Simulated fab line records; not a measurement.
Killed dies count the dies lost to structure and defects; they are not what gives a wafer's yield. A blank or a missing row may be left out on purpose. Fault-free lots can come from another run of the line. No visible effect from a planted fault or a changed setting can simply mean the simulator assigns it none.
Which tool was responsible? | flow nand_harc | 12 lots with 36 wafers sampled at 5 steps, on a route of 1302 steps

== WHAT EACH GAUGE READ, for each wafer ==
NHARC_A_CONTACT_CD_MEAS_08 targets a cd of 200 nm.
lot  | measured     | on        | cd_nm (nm)
L076 | day 22 14:31 | cd_sem-03 | 200.0 200.1 199.3
L077 | day 23 09:50 | cd_sem-02 | 200.1 198.7 199.9
L080 | day 24 16:21 | cd_sem-01 | 199.9 200.6 199.6
L083 | day 25 20:17 | cd_sem-03 | 200.4 200.6 199.5
L082 | day 26 21:04 | cd_sem-03 | 200.4 200.8 200.2
L084 | day 27 00:05 | cd_sem-01 | 199.9 199.0 199.8
L086 | day 27 20:14 | cd_sem-01 | 200.4 199.6 200.3
L089 | day 29 07:06 | cd_sem-03 | 200.2 200.7 200.1
L091 | day 29 23:13 | cd_sem-02 | 199.8 198.9 199.8
L093 | day 30 05:47 | cd_sem-02 | 199.9 199.7 199.1
L094 | day 30 22:41 | cd_sem-03 | 200.1 200.5 200.5
L097 | day 31 19:42 | cd_sem-01 | 200.8 199.7 200.4

== WHAT TOOL EACH LOT RAN ON (gives the tool, then ch and the chambers of the sampled wafers, and finally the start) ==
lot  | NHARC_A_CONTACT_DESCUM_74          | NHARC_A_CONTACT_ETCH_77                       | NHARC_A_CONTACT_ETCH_133             | NHARC_A_CONTACT_ETCH_97
L076 | rie_diel-13 ch 1,3, day 22 06:55   | rie_diel-13 ch 2,3, day 22 10:05 or earlier   | har_cap_etch-02 ch 0, day 22 10:05   | rie_diel-13 ch 0,2, day 22 14:31 or earlier
L077 | rie_diel-13 ch 1,3, day 23 02:08   | rie_diel-13 ch 0,2,3, day 23 05:19 or earlier | har_cap_etch-03 ch 0,1, day 23 05:19 | rie_diel-13 ch 0,2,3, day 23 09:50 or earlier
L080 | rie_diel-13 ch 1,2, day 24 08:34   | rie_diel-13 ch 1,2, day 24 12:04 or earlier   | har_cap_etch-03 ch 0,1, day 24 12:04 | rie_diel-08 ch 0,1,3, day 24 16:21 or earlier
L083 | rie_diel-08 ch 1,3, day 25 12:13   | rie_diel-08 ch 0,3, day 25 15:26 or earlier   | har_cap_etch-02 ch 1, day 25 15:26   | rie_diel-08 ch 0,1,2, day 25 20:17 or earlier
L082 | rie_diel-11 ch 0,1,2, day 26 06:53 | rie_diel-11 ch 1,2,3, day 26 10:34 or earlier | har_cap_etch-03 ch 0,1, day 26 10:34 | rie_diel-13 ch 0,2,3, day 26 21:04 or earlier
L084 | rie_diel-08 ch 1,2, day 26 15:06   | rie_diel-08 ch 0,1, day 26 18:20 or earlier   | har_cap_etch-03 ch 0,1, day 26 18:20 | rie_diel-11 ch 0,1,2, day 27 00:05 or earlier
L086 | rie_diel-13 ch 2,3, day 27 11:54   | rie_diel-13 ch 0,3, day 27 15:03 or earlier   | har_cap_etch-01 ch 0,1, day 27 15:03 | rie_diel-13 ch 0,2,3, day 27 20:14 or earlier
L089 | rie_diel-13 ch 1,3, day 28 18:13   | rie_diel-13 ch 0,2,3, day 28 21:26 or earlier | har_cap_etch-03 ch 0,1, day 28 21:26 | rie_diel-08 ch 0,2, day 29 07:06 or earlier
L091 | rie_diel-13 ch 1,2,3, day 29 14:43 | rie_diel-13 ch 1,2, day 29 18:04 or earlier   | har_cap_etch-02 ch 0,1, day 29 18:04 | rie_diel-13 ch 0,1,2, day 29 23:13 or earlier
L093 | rie_diel-13 ch 1,2,3, day 29 22:19 | rie_diel-13 ch 0,1,3, day 30 01:41 or earlier | har_cap_etch-01 ch 0,1, day 30 01:41 | rie_diel-08 ch 0,2,3, day 30 05:47 or earlier
L094 | rie_diel-08 ch 0,2,3, day 30 15:08 | rie_diel-08 ch 0,1, day 30 18:20 or earlier   | har_cap_etch-01 ch 0,1, day 30 18:20 | rie_diel-11 ch 0,3, day 30 22:41 or earlier
L097 | rie_diel-13 ch 0,1,3, day 31 11:14 | rie_diel-13 ch 0,2,3, day 31 14:23 or earlier | har_cap_etch-01 ch 0,1, day 31 14:23 | rie_diel-13 ch 0,2,3, day 31 19:42 or earlier
- NHARC_A_CONTACT_DESCUM_74: chemistry O2, time 3 s.
- NHARC_A_CONTACT_ETCH_77: etches the open film in CF4/CHF3, target depth 108.9 nm, time 54.5 s.
- NHARC_A_CONTACT_ETCH_133: etches the open film in C4F8/O2/Ar, time 374 s, target depth 1610 nm.
- NHARC_A_CONTACT_ETCH_97: etches the open film in C4F6/O2, target depth 20 nm, time 10 s.

== THE ANSWER, worked out from the rows above alone ==
Rule: the lots themselves supply what counts as usual. Put in order of their means at a reading, lots are off if they are a third of the lots or fewer, leave a main group of 4 or more, and stand apart from it by a gap of 3 or more times the standard deviation of the main group's means; of several such gaps the widest counts. If all means in a main group match to the digits the tables above print for the reading, that group is not used. A lot without any number at a reading at which 4 lots or more have one is off too. All remaining lots with rows at the step are treated as sound.
Nothing can be told from this: no lot is off at any reading shown.

== WHAT HAD BEEN PUT IN BY THE SIMULATOR ==
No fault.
